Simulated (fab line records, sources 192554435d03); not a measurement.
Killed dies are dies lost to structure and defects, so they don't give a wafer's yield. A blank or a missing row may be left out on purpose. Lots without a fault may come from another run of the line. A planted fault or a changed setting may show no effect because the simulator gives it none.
fab line records | flow n5_finfet
record lots=9 wafers=27 last_day=18
route steps=1938 shown BEOL_M0@749 BEOL_M1@751 BEOL_M4@1111 PASSIVATION@1936
lots that met no fault: from a run of the same line without faults
start_h: hours from the record's first day to the start of the lot's first wafer shown | wait_h: hours since the lot's step before | " the same as in the row above | L1.1+2: a row that stands for several wafers | - no value, or no start given | * or withheld: withheld | < > ~ a bound
route shown NAME@n: a module of which the file shows steps, and the number in the route of the first | usual: mean/standard deviation of fault-free wafers | same: alike in all rows | chamber/n: place in a boat | sites: the reading at each site | _std_site: their standard deviation | _edge_site: outer sites' mean less inner sites' | radius_mm: how far each site lies from the wafer's centre | mask NAME#n: copy n | behind: the tool/chamber that last shaped the wafer | hold: why the lot was held/for how many hours/how that ended | device: the transistor (n, p or np) that didn't switch | end of line: the same wafers' tests at the end of the route | a step without rows: its recipe alone | killed: dies lost to structure and defects at the first sort, not the wafer's yield | map: a wafer's dies, x killed, . not, _ none there
set.NAME: the setting as run; set.NAME@STEP: as run at that earlier step | model.NAME: the simulator's own value behind a step, which no gauge read
steps of the route over a sample of lots; a table a step, a row a wafer
services: from which hour (start_h, from the record's first day; less than 0 if before it) a tool's chamber was out of use, for how many hours, and why
## steps
# step N5_BEOL_M0_RS_MEAS_126
# recipe thk_meas_gauge=four-point-probe reads=Co_of_BEOL_M0_CO_CAP_123+Cu_of_BEOL_M0_ECD_118+Co_of_BEOL_M0_CVD_115+TaN_of_BEOL_M0_ALD_136
# usual M0_RS=0.539/0.021
# columns lot.wafer tool chamber start_h wait_h M0_RS[ohm/sq]
L898.1 film_metro-01 - 141.00 0.1 0.565
L898.3 " - " " 0.544
L898.6 " - " " 0.525
L900.2 film_metro-01 - 145.18 0.1 0.555
L900.3 " - " " 0.550
L900.5 " - " " 0.548
L901.1 film_metro-02 - 152.02 0.0 0.518
L901.5 " - " " 0.510
L901.6 " - " " 0.543
L906.3 film_metro-01 - 182.36 0.1 0.517
L906.4 " - " " 0.517
L906.6 " - " " 0.514
L910.1 film_metro-02 - 208.02 0.0 0.511
L910.4 " - " " 0.535
L910.5 " - " " 0.501
L911.1 film_metro-02 - 208.39 0.0 0.572
L911.4 " - " " 0.556
L911.6 " - " " 0.500
L916.2 film_metro-01 - 247.70 0.1 0.584
L916.3 " - " " 0.533
L916.6 " - " " 0.527
L917.2 film_metro-02 - 247.81 0.1 0.577
L917.5 " - " " 0.537
L917.6 " - " " 0.534
L918.4 film_metro-02 - 259.40 0.0 0.568
L918.5 " - " " 0.526
L918.6 " - " " 0.537
# step N5_BEOL_M1_ILD_DEP_00
# recipe material=SiOC target_thk_a=790 temp_c=350 precursor=DEMS/O2 pressure_torr=5 rf_w=500 time_s=15.3
# usual heater_power_w=492/65 showerhead_plenum_p_Torr=5.701/0.018 showerhead_vpp_V=1385/59 throttle_valve_pct=11.9/0.7
# columns lot.wafer tool chamber start_h wait_h heater_power_w showerhead_plenum_p_Torr showerhead_vpp_V since_wet_clean_h throttle_valve_pct
L898.1 pecvd-04 1 141.08 0.0 487 5.688 1388 1751 12.3
L898.3 " 2 " " 608 5.693 1330 272 10.5
L898.6 " 1 " " 491 5.676 1415 - 12.4
L900.2 pecvd-03 0 145.24 0.0 482 5.728 1395 668 11.1
L900.3 " 1 " " 475 5.698 1394 1393 13.3
L900.5 " 0 " " 487 5.721 1373 - 11.0
L901.1 pecvd-03 0 152.09 0.0 474 5.741 1361 675 11.2
L901.5 " 0 " " 466 5.733 1363 - 11.3
L901.6 " 2 " " 391 5.702 1309 - 12.4
L906.3 pecvd-04 2 182.42 0.0 623 5.684 1332 314 10.7
L906.4 " 0 " " 619 5.683 1471 - 12.4
L906.6 " 2 " " 484 5.693 1327 - 10.9
L910.1 pecvd-03 0 208.09 0.0 483 5.729 1361 731 11.3
L910.4 " 0 " " 482 5.720 1382 - 11.0
L910.5 " 0 " " 480 5.736 1372 - 11.1
L911.1 pecvd-04 0 208.45 0.0 636 5.697 1478 1094 12.1
L911.4 " 1 " " 430 5.699 1384 - 12.3
L911.6 " 2 " " 572 5.688 1331 - 10.9
L916.2 pecvd-03 2 247.77 0.0 388 5.689 1311 16 11.0
L916.3 " 1 " " 473 5.699 1402 1495 13.0
L916.6 " 0 " " 417 5.740 1350 - 11.0
L917.2 pecvd-04 0 247.87 0.0 588 5.683 1481 1133 12.3
L917.5 " 1 " " 520 5.689 1410 - 12.2
L917.6 " 0 " " 605 5.706 1486 - 12.3
L918.4 pecvd-03 0 259.47 0.1 479 5.733 1368 - 11.3
L918.5 " 2 " " 396 5.696 1306 - 11.4
L918.6 " 1 " " 491 5.680 1412 - 12.8
# step N5_BEOL_M1_INSPECT_13
# recipe mode=adi inspect_instrument=brightfield
# usual raw_defect_count=435/110
# columns lot.wafer tool chamber start_h wait_h raw_defect_count
L898.1 defect_inspect-01 - 143.18 0.1 262
L898.3 " - " " 461
L898.6 " - " " 361
L900.2 defect_inspect-02 - 147.43 0.1 522
L900.3 " - " " 467
L900.5 " - " " 469
L901.1 defect_inspect-02 - 154.87 0.1 395
L901.5 " - " " 689
L901.6 " - " " 507
L906.3 defect_inspect-01 - 185.79 0.0 265
L906.4 " - " " 313
L906.6 " - " " 322
L910.1 defect_inspect-02 - 210.67 0.1 438
L910.4 " - " " 273
L910.5 " - " " 409
L911.1 defect_inspect-01 - 210.83 0.1 427
L911.4 " - " " 371
L911.6 " - " " 365
L916.2 defect_inspect-01 - 249.77 0.0 284
L916.3 " - " " 431
L916.6 " - " " 236
L917.2 defect_inspect-01 - 249.97 0.0 555
L917.5 " - " " 626
L917.6 " - " " 509
L918.4 defect_inspect-01 - 261.77 0.0 317
L918.5 " - " " 367
L918.6 " - " " 381
# step N5_BEOL_M1_ETCH_74
# recipe chemistry=N2/H2 target=underlayer target_depth_a=65 mask_material=CAR-EUV time_s=5.2 ion_energy_ev=200 pressure_mtorr=30 source_w=840 bias_w=150 n2_flow_sccm=200 h2_flow_sccm=200 ends=cleared
# usual drypump_motor_current_A=5.7/0.46 etch_rf_on_time_s=5.21/0.21 oes_product_au=0.72/0.07 rf_vpp_V=524.0/2.2 showerhead_plenum_p_Torr=2.54/0.078 throttle_valve_pct=17.65/0.27
# columns lot.wafer tool chamber start_h wait_h drypump_motor_current_A etch_rf_on_time_s oes_product_au rf_hours_counter_h rf_vpp_V showerhead_plenum_p_Torr throttle_valve_pct
L898.1 rie_diel-03 1 143.25 0.0 6.6 5.25 0.66 143 523.7 2.53 17.74
L898.3 " 0 " " 6.1 5.01 0.73 48 523.1 2.59 18.01
L898.6 " 3 " " 6.5 5.26 0.78 - 528.2 2.70 17.61
L900.2 rie_diel-03 2 147.63 0.0 5.8 5.29 0.67 98 525.3 2.57 17.65
L900.3 " 1 " " 6.6 5.22 0.66 145 523.1 2.53 17.76
L900.5 " 0 " " 6.1 4.94 0.74 - 525.4 2.59 18.04
L901.1 rie_diel-03 3 154.94 0.0 6.5 5.21 0.76 22 529.0 2.70 17.62
L901.5 " 3 " " 6.5 5.15 0.78 - 528.0 2.70 17.61
L901.6 " 0 " " 6.0 3.46 0.92 - 525.8 2.59 18.11
L906.3 rie_diel-03 2 185.86 0.0 5.8 3.75 0.81 110 526.0 2.57 17.69
L906.4 " 3 " " 6.5 3.65 0.93 32 528.9 2.70 17.67
L906.6 " 1 " " 6.6 3.66 0.80 - 523.9 2.52 17.83
L910.1 rie_diel-01 3 210.90 0.0 6.0 5.20 0.71 61 524.9 2.57 17.73
L910.4 " 2 " " 5.3 5.16 0.75 31 522.4 2.45 17.35
L910.5 " 3 " " 6.0 5.19 0.71 - 525.7 2.57 17.74
L911.1 rie_diel-01 1 211.13 0.0 5.4 5.47 0.70 44 521.5 2.48 17.28
L911.4 " 3 " " 6.1 5.19 0.72 61 523.2 2.57 17.71
L911.6 " 3 " " 6.1 5.18 0.73 - 525.3 2.57 17.69
L916.2 rie_diel-05 2 249.84 0.0 5.0 5.27 0.71 88 526.3 2.45 17.79
L916.3 " 1 " " 5.9 5.34 0.85 2 526.2 2.59 17.23
L916.6 " 3 " " 5.8 5.41 0.59 - 526.6 2.63 18.22
L917.2 rie_diel-05 2 250.32 0.0 5.0 5.24 0.72 88 520.4 2.45 17.80
L917.5 " 1 " " 5.9 5.31 0.84 - 525.3 2.59 17.23
L917.6 " 2 " " 5.0 5.20 0.71 - 522.0 2.45 17.77
L918.4 rie_diel-05 0 262.02 0.0 5.1 5.36 0.60 206 522.5 2.43 17.92
L918.5 " 2 " " 5.0 5.14 0.69 - 522.3 2.45 17.80
L918.6 " 3 " " 5.8 5.40 0.59 - 525.3 2.63 18.23
# step N5_BEOL_M4_RC_MEAS_101
# usual DIBL_N=37.2/2.5 DIBL_P=38/3 IOFF_N=0.17/0.044 IOFF_P=0.24/0.059 ION_N=667/13 ION_P=461/7.9 SS_N=71.8/0.86 SS_P=73.6/0.92 VT_N=250/4.1 VT_P=-249/3.9
# columns lot.wafer tool chamber start_h wait_h DIBL_N[mV/V] DIBL_P[mV/V] IOFF_N[nA/um] IOFF_P[nA/um] ION_N[uA/um] ION_P[uA/um] SS_N[mV/dec] SS_P[mV/dec] VT_N[mV] VT_P[mV]
L898.1 prober-01 0 203.19 0.0 36.7 39 0.18 0.24 673 467 71.5 73.7 248 -250
L898.3 " 0 " " 39.3 41 0.23 0.29 680 466 72.2 74.8 244 -248
L898.6 " 0 " " 37.2 39 0.17 0.25 668 456 72.2 74.6 247 -250
L900.2 prober-02 0 203.60 0.2 34.7 33 0.10 0.17 654 462 71.3 72.4 255 -251
L900.3 " 0 " " 39.1 39 0.18 0.26 679 463 71.7 73.6 247 -244
L900.5 " 0 " " 39.5 41 0.21 0.29 683 467 72.2 74.7 244 -244
L901.1 prober-01 0 212.72 0.0 38.4 38 0.17 0.24 684 465 71.6 74.1 251 -251
L901.5 " 0 " " 37.4 38 0.16 0.23 667 460 72.3 73.9 254 -250
L901.6 " 0 " " 39.7 40 0.20 0.29 682 475 72.5 74.6 248 -246
L906.3 prober-01 0 233.36 0.3 38.9 40 0.23 0.27 681 462 73.0 74.5 246 -250
L906.4 " 0 " " 35.6 37 0.16 0.22 665 454 72.6 73.7 251 -251
L906.6 " 0 " " 34.8 35 0.14 0.18 657 449 71.6 72.8 254 -253
L910.1 prober-02 0 269.10 0.0 39.0 39 0.19 0.23 678 460 72.2 73.8 248 -249
L910.4 " 0 " " 34.9 36 0.12 0.18 659 457 71.4 72.9 252 -252
L910.5 " 0 " " 36.5 38 0.15 0.21 672 455 71.8 73.5 250 -252
L911.1 prober-01 0 273.93 0.0 41.7 45 0.29 0.38 674 471 73.4 75.3 241 -239
L911.4 " 0 " " 39.2 43 0.22 0.36 685 482 72.5 75.1 246 -238
L911.6 " 0 " " 40.4 43 0.24 0.36 674 470 72.9 75.4 248 -241
L916.2 prober-01 0 290.89 0.2 37.1 36 0.14 0.22 651 452 71.5 73.0 254 -248
L916.3 " 0 " " 35.6 36 0.14 0.22 666 464 71.0 73.4 250 -249
L916.6 " 0 " " 39.0 39 0.18 0.28 665 464 72.2 74.2 249 -247
L917.2 prober-02 0 308.40 0.2 33.1 34 0.11 0.16 650 452 71.2 73.1 255 -253
L917.5 " 0 " " 39.4 41 0.19 0.26 654 452 72.3 74.4 251 -251
L917.6 " 0 " " 39.1 41 0.20 0.26 675 460 73.1 73.7 248 -250
L918.4 prober-01 0 315.86 0.5 39.9 38 0.18 0.24 658 458 72.5 72.9 251 -249
L918.5 " 0 " " 39.3 38 0.16 0.25 663 462 72.0 73.2 253 -246
L918.6 " 0 " " 35.9 33 0.12 0.19 657 451 71.3 71.8 257 -251
# step N5_PASSIVATION_PROBE_49
# usual defect_limited_yield=91.5/1.4 killed_at_M0_to_M3=32/11 killed_at_M4_up=12/4.4 killed_at_contacts=13/6.1 killed_at_front_end=39/12 killed_at_other=3.9/3 killed_dies=100/17 killed_on_rim=13/3.9 killed_open=66/12 killed_short=33/7.4 sort_bin_4_leakage=0.03/0.14 sort_bin_5_function=5.0/0.95 sort_bin_6_memory=3.2/0.66 sort_bin_8_speed=0.0/0.33 sort_n_pass=1079/17 sort_yield_pct=91.4/1.5
# same gross_dies=1180 killed_at_back_side=0
# columns lot.wafer tool chamber start_h wait_h defect_limited_yield[%] killed_at_M0_to_M3 killed_at_M4_up killed_at_contacts killed_at_front_end killed_at_other killed_dies killed_on_rim killed_open killed_short sort_bin_4_leakage[%] sort_bin_5_function[%] sort_bin_6_memory[%] sort_bin_8_speed[%] sort_n_pass sort_yield_pct[%]
L898.1 prober-01 - 308.97 0.0 92.4 31 21 4 30 4 90 11 60 30 0 4.7 2.8 0 1090 92.4
L898.3 prober-01 - 309.07 0.1 91.3 26 12 14 44 7 103 10 67 33 0 5.0 3.6 0 1077 91.3
L898.6 prober-01 - 309.22 0.3 92.0 28 17 16 33 0 94 12 67 27 0 4.5 2.8 0 1086 92.0
L901.1 prober-02 - 324.82 0.0 90.3 43 8 12 51 1 115 20 77 36 0 6.0 3.5 0 1065 90.3
L901.5 prober-02 - 325.02 0.2 92.6 18 7 19 42 1 87 14 64 18 0 4.4 2.6 0 1093 92.6
L901.6 prober-02 - 325.07 0.3 91.2 43 13 11 36 1 104 15 67 36 0 5.7 2.5 0 1076 91.2
L906.3 prober-02 - 340.28 0.1 93.3 25 9 11 32 2 79 6 45 30 0 3.3 3.1 0 1101 93.3
L906.4 prober-02 - 340.33 0.2 93.2 17 17 17 28 1 80 14 59 20 0 3.6 3.1 0 1100 93.2
L906.6 prober-02 - 340.43 0.3 94.3 24 14 3 24 2 67 7 45 22 0 2.5 3.1 0 1113 94.3
L910.5 prober-02 - 369.95 0.2 91.4 43 13 18 25 2 101 10 69 31 0 4.7 3.4 0 1079 91.4
L911.1 prober-01 - 374.27 0.0 91.4 32 14 3 51 1 101 9 75 26 0.34 6.5 1.9 0 1075 91.1
L911.4 prober-01 - 374.42 0.2 92.5 27 13 16 32 1 89 10 64 25 0 4.7 2.5 0 1091 92.5
L911.6 prober-01 - 374.52 0.3 91.7 27 15 12 41 3 98 10 68 28 0 5.1 3.1 0 1082 91.7
L916.2 prober-02 - 396.77 0.1 92.2 36 10 12 32 2 92 10 55 37 0 5.0 2.6 0 1088 92.2
L916.3 prober-02 - 396.82 0.1 93.8 23 14 15 17 4 73 8 47 24 0 3.8 2.3 0 1107 93.8
L916.6 prober-02 - 396.97 0.3 93.5 16 19 10 31 1 77 9 47 30 0 3.6 2.5 0 1103 93.5
L917.2 prober-01 - 421.79 0.1 91.2 22 14 5 58 5 104 16 72 31 0 4.8 3.8 0 1076 91.2
L917.5 prober-01 - 421.94 0.2 92.5 24 9 19 32 5 89 14 63 24 0 4.1 3.2 0 1091 92.5
L917.6 prober-01 - 421.99 0.3 93.3 15 11 8 36 9 79 9 55 23 0 4.2 2.1 0.1 1101 93.3
L918.4 prober-01 - 432.62 0.2 90.7 28 8 14 51 9 110 9 76 29 0 4.7 3.6 0 1070 90.7
L918.5 prober-01 - 432.67 0.2 90.3 39 13 10 47 5 114 13 72 42 0 5.7 3.4 0 1066 90.3
L918.6 prober-01 - 432.72 0.3 89.6 35 5 22 54 7 123 12 84 39 0 5.9 4.2 0 1057 89.6
# killed by level:class
L898.1 BEOL_M4:geometric_particle:open=10 BEOL_M2:geometric_particle:open=9 GATE_CUT:geometric_particle:short=8 BEOL_M0_SAQP:geometric_particle:short=6 FIN_SAQP:geometric_particle:open=5 BEOL_M1:geometric_particle:open=5 ILD0:geometric_particle:short=4 BEOL_M0_SAQP:geometric_particle:open=4
L898.3 STI_FIN_REVEAL:geometric_particle:open=11 MOL_CONTACT_COAG:geometric_particle:open=11 BEOL_M1:geometric_particle:open=8 BEOL_M2:geometric_particle:open=7 FIN_SAQP:geometric_particle:short=5 DUMMY_GATE:geometric_particle:open=5 BEOL_M1:geometric_particle:short=5 ILD0:geometric_particle:open=4
L898.6 MOL_CONTACT_COAG:geometric_particle:open=13 BEOL_M1:geometric_particle:open=11 FIN_SAQP:geometric_particle:short=9 BEOL_M4:geometric_particle:open=6 FIN_SAQP:geometric_particle:open=5 STI_FIN_REVEAL:geometric_particle:open=5 BEOL_M0_SAQP:geometric_particle:open=5 BEOL_M2:geometric_particle:open=5
L901.1 BEOL_M0_SAQP:geometric_particle:open=11 STI_FIN_REVEAL:geometric_particle:open=10 MOL_CONTACT_COAG:geometric_particle:open=9 BEOL_M0_SAQP:geometric_particle:short=8 FIN_SAQP:geometric_particle:open=6 BEOL_M2:geometric_particle:open=6 BEOL_M3:geometric_particle:short=6 FIN_SAQP:geometric_particle:short=5
L901.5 MOL_CONTACT_COAG:geometric_particle:open=15 FIN_SAQP:geometric_particle:open=9 STI_FIN_REVEAL:geometric_particle:open=8 BEOL_M0_SAQP:geometric_particle:open=5 MOL_CONTACT_COAG:geometric_particle:short=4 BEOL_M0_SAQP:geometric_particle:short=4 FIN_SAQP:geometric_particle:short=3 DUMMY_GATE:geometric_particle:open=3
L901.6 BEOL_M0_SAQP:geometric_particle:open=13 BEOL_M0_SAQP:geometric_particle:short=12 FIN_SAQP:geometric_particle:open=8 STI_FIN_REVEAL:geometric_particle:open=8 FIN_SAQP:geometric_particle:short=7 MOL_CONTACT_COAG:geometric_particle:open=7 BEOL_M2:geometric_particle:open=7 BEOL_M4:geometric_particle:open=6
L906.3 MOL_CONTACT_COAG:geometric_particle:open=10 FIN_SAQP:geometric_particle:short=6 BEOL_M1:geometric_particle:open=6 FIN_SAQP:geometric_particle:open=4 BEOL_M2:geometric_particle:open=4 STI_FIN_REVEAL:geometric_particle:open=3 GATE_CUT:geometric_particle:short=3 BEOL_M0_SAQP:geometric_particle:short=3
L906.4 MOL_CONTACT_COAG:geometric_particle:open=14 BEOL_M4:geometric_particle:open=12 FIN_SAQP:geometric_particle:short=6 BEOL_M0_SAQP:geometric_particle:short=6 FIN_SAQP:geometric_particle:open=5 DUMMY_GATE:geometric_particle:open=5 BEOL_M0_SAQP:geometric_particle:open=5 ILD0:geometric_particle:open=3
L906.6 BEOL_M0_SAQP:geometric_particle:short=8 BEOL_M0_SAQP:geometric_particle:open=8 FIN_SAQP:geometric_particle:open=7 BEOL_M5:geometric_particle:open=5 STI_FIN_REVEAL:geometric_particle:open=4 BEOL_M4:geometric_particle:open=4 ILD0:geometric_particle:short=3 MOL_CONTACT_COAG:geometric_particle:open=3
L910.5 MOL_CONTACT_COAG:geometric_particle:open=15 BEOL_M3:geometric_particle:open=12 STI_FIN_REVEAL:geometric_particle:open=11 BEOL_M0_SAQP:geometric_particle:short=7 BEOL_M4:geometric_particle:open=5 BEOL_M3:geometric_particle:short=4 BEOL_M0_SAQP:geometric_particle:open=4 BEOL_M1:geometric_particle:open=4
L911.1 STI_FIN_REVEAL:geometric_particle:open=15 FIN_SAQP:geometric_particle:open=10 BEOL_M1:geometric_particle:open=8 FIN_SAQP:geometric_particle:short=7 BEOL_M0_SAQP:geometric_particle:open=6 BEOL_M4:geometric_particle:open=6 BEOL_M2:geometric_particle:open=5 DUMMY_GATE:geometric_particle:open=4
L911.4 MOL_CONTACT_COAG:geometric_particle:open=13 BEOL_M1:geometric_particle:open=11 FIN_SAQP:geometric_particle:open=9 FIN_SAQP:geometric_particle:short=7 BEOL_M4:geometric_particle:open=6 BEOL_M2:geometric_particle:open=5 DUMMY_GATE:geometric_particle:open=5 STI_FIN_REVEAL:geometric_particle:open=4
L911.6 MOL_CONTACT_COAG:geometric_particle:open=12 FIN_SAQP:geometric_particle:open=9 STI_FIN_REVEAL:geometric_particle:open=9 DUMMY_GATE:geometric_particle:open=8 BEOL_M0_SAQP:geometric_particle:open=8 BEOL_M4:geometric_particle:open=7 BEOL_M0_SAQP:geometric_particle:short=6 BEOL_M3:geometric_particle:open=6
L916.2 BEOL_M0_SAQP:geometric_particle:short=12 MOL_CONTACT_COAG:geometric_particle:open=9 BEOL_M3:geometric_particle:open=8 FIN_SAQP:geometric_particle:short=8 BEOL_M0_SAQP:geometric_particle:open=8 GATE_CUT:geometric_particle:short=5 FIN_SAQP:geometric_particle:open=4 BEOL_M2:geometric_particle:open=4
L916.3 MOL_CONTACT_COAG:geometric_particle:open=12 BEOL_M0_SAQP:geometric_particle:open=6 BEOL_M4:geometric_particle:open=5 BEOL_M0_SAQP:geometric_particle:short=4 BEOL_M1:geometric_particle:short=4 STI_FIN_REVEAL:geometric_particle:open=3 DUMMY_GATE:geometric_particle:open=3 MOL_CONTACT_COAG:geometric_particle:short=3
L916.6 MOL_CONTACT_COAG:geometric_particle:open=8 BEOL_M4:geometric_particle:open=7 GATE_CUT:geometric_particle:short=6 STARTING-WAFER:geometric_particle:short=6 BEOL_M0_SAQP:geometric_particle:open=5 FIN_SAQP:geometric_particle:open=4 FIN_SAQP:geometric_particle:short=4 STI_FIN_REVEAL:geometric_particle:open=3
L917.2 FIN_SAQP:geometric_particle:open=29 FIN_SAQP:geometric_particle:short=11 BEOL_M3:geometric_particle:open=8 BEOL_M0_SAQP:geometric_particle:short=6 MOL_CONTACT_COAG:geometric_particle:open=5 STI_FIN_REVEAL:geometric_particle:open=4 BEOL_M1:geometric_particle:open=4 BEOL_M4:geometric_particle:open=4
L917.5 MOL_CONTACT_COAG:geometric_particle:open=16 FIN_SAQP:geometric_particle:open=12 BEOL_M1:geometric_particle:open=10 GATE_CUT:geometric_particle:open=4 BEOL_M0_SAQP:geometric_particle:short=4 BEOL_M5:geometric_particle:short=3 STI_FIN_REVEAL:geometric_particle:open=3 DUMMY_GATE:geometric_particle:open=3
L917.6 FIN_SAQP:geometric_particle:open=9 FIN_SAQP:geometric_particle:short=7 STI_FIN_REVEAL:geometric_particle:open=6 MOL_CONTACT_COAG:geometric_particle:open=6 BEOL_M3:geometric_particle:open=4 BEOL_M4:geometric_particle:open=4 MIM_TOP_ETCH:geometric_particle:open=4 STARTING-WAFER:geometric_particle:open=4
L918.4 FIN_SAQP:geometric_particle:open=19 MOL_CONTACT_COAG:geometric_particle:open=11 BEOL_M0:geometric_particle:open=6 BEOL_M0_SAQP:geometric_particle:short=5 BEOL_M0_SAQP:geometric_particle:open=5 HKMG_FIN:area_etch=5 FIN_SAQP:geometric_particle:short=4 DUMMY_GATE:geometric_particle:open=4
L918.5 FIN_SAQP:geometric_particle:open=11 BEOL_M0_SAQP:geometric_particle:open=11 BEOL_M3:geometric_particle:open=9 GATE_CUT:geometric_particle:short=8 BEOL_M0_SAQP:geometric_particle:short=8 BEOL_M4:geometric_particle:open=8 MOL_CONTACT_COAG:geometric_particle:open=6 BEOL_M1:geometric_particle:open=6
L918.6 MOL_CONTACT_COAG:geometric_particle:open=16 BEOL_M2:geometric_particle:open=9 FIN_SAQP:geometric_particle:open=8 STI_FIN_REVEAL:geometric_particle:open=7 BEOL_M3:geometric_particle:open=7 MOL_CONTACT_COAG:geometric_particle:short=6 FIN_SAQP:geometric_particle:short=5 DUMMY_GATE:geometric_particle:open=5
## services
# columns tool chamber start_h hours kind
rie_diel-05 0 118.41 3.1 repair
pecvd-04 0 131.15 6.1 repair
rie_diel-03 - 134.45 2.8 pm
rie_diel-05 - 139.00 2.8 pm
rie_diel-05 3 158.44 5.2 repair
rie_diel-05 - 183.76 15.6 pm
rie_diel-05 0 200.72 8.9 repair
pecvd-03 2 202.38 - clean
pecvd-03 2 202.38 - consumable_replace:showerhead
pecvd-03 2 202.38 29.0 scheduled_down
pecvd-03 2 202.38 29.0 vent_cycle
rie_diel-05 1 203.12 7.6 repair
rie_diel-05 1 211.16 - clean
rie_diel-05 1 211.16 - consumable_replace:focus_ring
rie_diel-05 1 211.16 31.8 scheduled_down
rie_diel-05 1 211.16 31.8 vent_cycle
rie_diel-05 3 215.05 2.0 repair
pecvd-03 - 227.45 0.9 repair
rie_diel-03 3 256.81 3.9 repair
## key
first_sign step=N5_BEOL_M1_ETCH_74 reading=etch_rf_on_time_s direction=down sigmas=7.4 usual=* struck=*
effect step=N5_BEOL_M1_ETCH_74 reading=oes_product_au direction=up sigmas=2.1 usual=0.72 struck=0.87
met_at N5_BEOL_M1_ETCH_74
struck_lots L901,L906
struck_wafers L901.6,L906.3,L906.4,L906.6
not_acting_at N5_BEOL_M0_RS_MEAS_126,N5_BEOL_M1_ILD_DEP_00,N5_BEOL_M1_INSPECT_13
onset_between 147.63 154.94
fault kind=process_parameter_drift tool=rie_diel-03 chamber=- onset_h=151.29 steps=N5_BEOL_M1_ETCH_74 channel=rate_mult offset=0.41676 shape=step end_h=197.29 scope=struck_wafers_only
